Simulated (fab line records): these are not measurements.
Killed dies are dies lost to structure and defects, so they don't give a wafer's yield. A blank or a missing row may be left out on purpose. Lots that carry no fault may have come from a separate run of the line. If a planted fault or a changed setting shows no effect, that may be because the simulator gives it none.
Which tool was responsible? + flow nand harc + 19 wafers from 7 lots sampled at 3 of the route's 1302 steps

== WHAT THE GAUGES READ, wafer by wafer ==
NHARC_A_ONON_D1_THK_MEAS_30: measures by ellipsometry.
| lot  | measured     | on            | thk nm (nm)    |
|------|--------------|---------------|----------------|
| L995 | day 9 05:48  | film metro-01 | 1017 1017 1018 |
| L998 | day 10 07:34 | film metro-02 | 997 999 1000   |
| L100 | day 10 22:16 | film metro-02 | 995 995 995    |
| L102 | day 11 21:25 | film metro-02 | 1015 1015 1015 |
| L109 | day 15 06:28 | film metro-02 | 1519 1519      |
| L112 | day 15 23:07 | film metro-01 | 1010 1011 1011 |
| L116 | day 18 00:11 | film metro-01 | 993 991 994    |

== TOOL THAT RAN EACH LOT (tool first, then ch and the chambers of the sampled wafers, then the start) ==
| lot  | NHARC_A_ZERO_WELL_ETCH_13        | NHARC_A_ONON_D1_DEP_28           |
|------|----------------------------------|----------------------------------|
| L995 | rie si-06 ch 0,2,3, day 7 18:46  | pecvd onon-03 ch 0, day 9 05:17  |
| L998 | rie si-01 ch 0,3, day 8 17:21    | pecvd onon-01 ch 0, day 10 07:04 |
| L100 | rie si-02 ch 0,1,3, day 9 13:44  | pecvd onon-04 ch 0, day 10 21:49 |
| L102 | rie si-01 ch 0,1,2, day 10 10:46 | pecvd onon-04 ch 0, day 11 20:58 |
| L109 | rie si-06 ch 3, day 13 20:31     | pecvd onon-03 ch 0, day 15 06:14 |
| L112 | rie si-01 ch 0,3, day 14 12:10   | pecvd onon-04 ch 0, day 15 22:37 |
| L116 | rie si-02 ch 1,2, day 16 13:55   | pecvd onon-04 ch 0, day 17 23:41 |
- NHARC_A_ZERO_WELL_ETCH_13: etches the open film in HBr/Cl2, target depth 120 nm, time 40.1 s.
- NHARC_A_ONON_D1_DEP_28: target thk 1000 nm.

== THE ANSWER, worked out from the rows above alone ==
Rule: usual is defined by the lots themselves. The widest of any qualifying gaps counts: lots, ordered by their means at a reading, are off when they make up no more than a third of the lots, leave a main group of 4 or more, and stand apart from it by 3 or more times the standard deviation of that group's means. The tables above print the reading to a certain number of digits; a main group whose means all agree to those digits is not used. A lot without any number at a reading at which 4 lots or more have one is off too. The other lots that the step has rows for count as sound.
Off at NHARC_A_ONON_D1_THK_MEAS_30 (thk nm): L109. Main group: mean 1005 nm, sd 9.8.
A tool fits if, at a process step before that reading, it ran every lot that is off, and no sound lot after the first of them. The gauges at NHARC_A_ONON_D1_THK_MEAS_30 are tried like those tools. Can't be told from this: 3 tools fit, rie si-06 at NHARC_A_ZERO_WELL_ETCH_13, pecvd onon-03 at NHARC_A_ONON_D1_DEP_28, film metro-02 at NHARC_A_ONON_D1_THK_MEAS_30.

== WHAT THE SIMULATOR HAD INSERTED ==
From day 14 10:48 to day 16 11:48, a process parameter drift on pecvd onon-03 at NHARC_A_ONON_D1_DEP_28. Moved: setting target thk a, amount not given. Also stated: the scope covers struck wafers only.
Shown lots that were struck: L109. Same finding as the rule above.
